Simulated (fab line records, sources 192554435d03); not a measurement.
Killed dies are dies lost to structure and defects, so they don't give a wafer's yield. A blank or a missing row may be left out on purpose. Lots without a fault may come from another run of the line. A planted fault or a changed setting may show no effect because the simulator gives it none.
Split-lot experiment | flow n5_finfet | 7 lots, 21 wafers read, on a route of 1938 steps

THE SPLIT
At N5_BEOL_M10_PEB_26 (peb time 60 s), the setting peb_time_s was moved away from the recipe's 60 s on 9 of the 21 wafers read, by -6.0% to +17.7%. The other wafers ran this setting at the recipe's value.

FROM THE SPLIT TO THE READING: what the file shows between them, 1 step
- N5_BEOL_M10_DEVELOP_27: develop time 30 s

THE READING
cd_nm, in nm, at N5_BEOL_M10_CD_MEAS_28 (target cd 70 nm). Fault-free wafers of this fab line usually give 70.6 nm, standard deviation 1.1 nm.

wafer  | tool, chamber at the split | peb_time_s as run, s | against the recipe | cd_nm, nm | against lot-mates on the recipe
L077.1 | litho_track-04, 0          | 56.41                | -6.0%              | 66.8      | -4.0
L077.2 | litho_track-04, 0          | 60                   | recipe             | 71.0      | -
L077.5 | litho_track-04, 0          | 60                   | recipe             | 70.5      | -
L079.4 | litho_track-02, 0          | 60                   | recipe             | 71.2      | -
L079.5 | litho_track-02, 0          | 60                   | recipe             | 69.7      | -
L079.6 | litho_track-02, 0          | 60                   | recipe             | 70.3      | -
L082.1 | litho_track-03, 0          | 60                   | recipe             | 71.1      | -
L082.4 | litho_track-03, 0          | 60                   | recipe             | 71.4      | -
L082.5 | litho_track-03, 0          | 60                   | recipe             | 69.9      | -
L086.1 | litho_track-02, 0          | 60                   | recipe             | 69.7      | -
L086.3 | litho_track-02, 0          | 60                   | recipe             | 69.8      | -
L086.5 | litho_track-02, 0          | 63.93                | +6.5%              | 71.9      | +2.2
L087.2 | litho_track-02, 0          | 70.64                | +17.7%             | 76.2      | no lot-mate on the recipe
L087.3 | litho_track-02, 0          | 70.64                | +17.7%             | 75.7      | no lot-mate on the recipe
L087.5 | litho_track-02, 0          | 70.64                | +17.7%             | 76.0      | no lot-mate on the recipe
L093.1 | litho_track-04, 0          | 68.29                | +13.8%             | 76.8      | +7.9
L093.5 | litho_track-04, 0          | 60                   | recipe             | 68.9      | -
L093.6 | litho_track-04, 0          | 68.29                | +13.8%             | 75.6      | +6.7
L097.1 | litho_track-03, 0          | 60                   | recipe             | 69.3      | -
L097.4 | litho_track-03, 0          | 66.26                | +10.4%             | 75.7      | +6.4
L097.6 | litho_track-03, 0          | 66.26                | +10.4%             | 75.8      | +6.5

THE FIT
A straight line over all 21 wafers: cd_nm changes by +0.382 nm for each +1% of peb_time_s; r = +0.95; the points scatter about the line by 1 nm.
The same after taking each lot's own level away (the mean of its wafers on the recipe; 18 wafers): +0.558 nm for each +1%; r = +0.98; scatter 0.65 nm.
On that fit, the largest move of peb_time_s shifts the reading by 9.9 nm.
The lots' own levels span 68.90 to 70.80 nm, that is 1.7 times the standard deviation above.
So the lot-to-lot level changes the slope: the two fits differ.
Check: with one of the wafers moved furthest among these (+13.8%) left out of the fit, the line predicts +7.51 nm for it against its lot-mates. It came out at +7.9 nm against them.

THE FILE'S OWN FIT
cd_nm changes by +0.544 nm for each +1% of peb_time_s, r = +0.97.
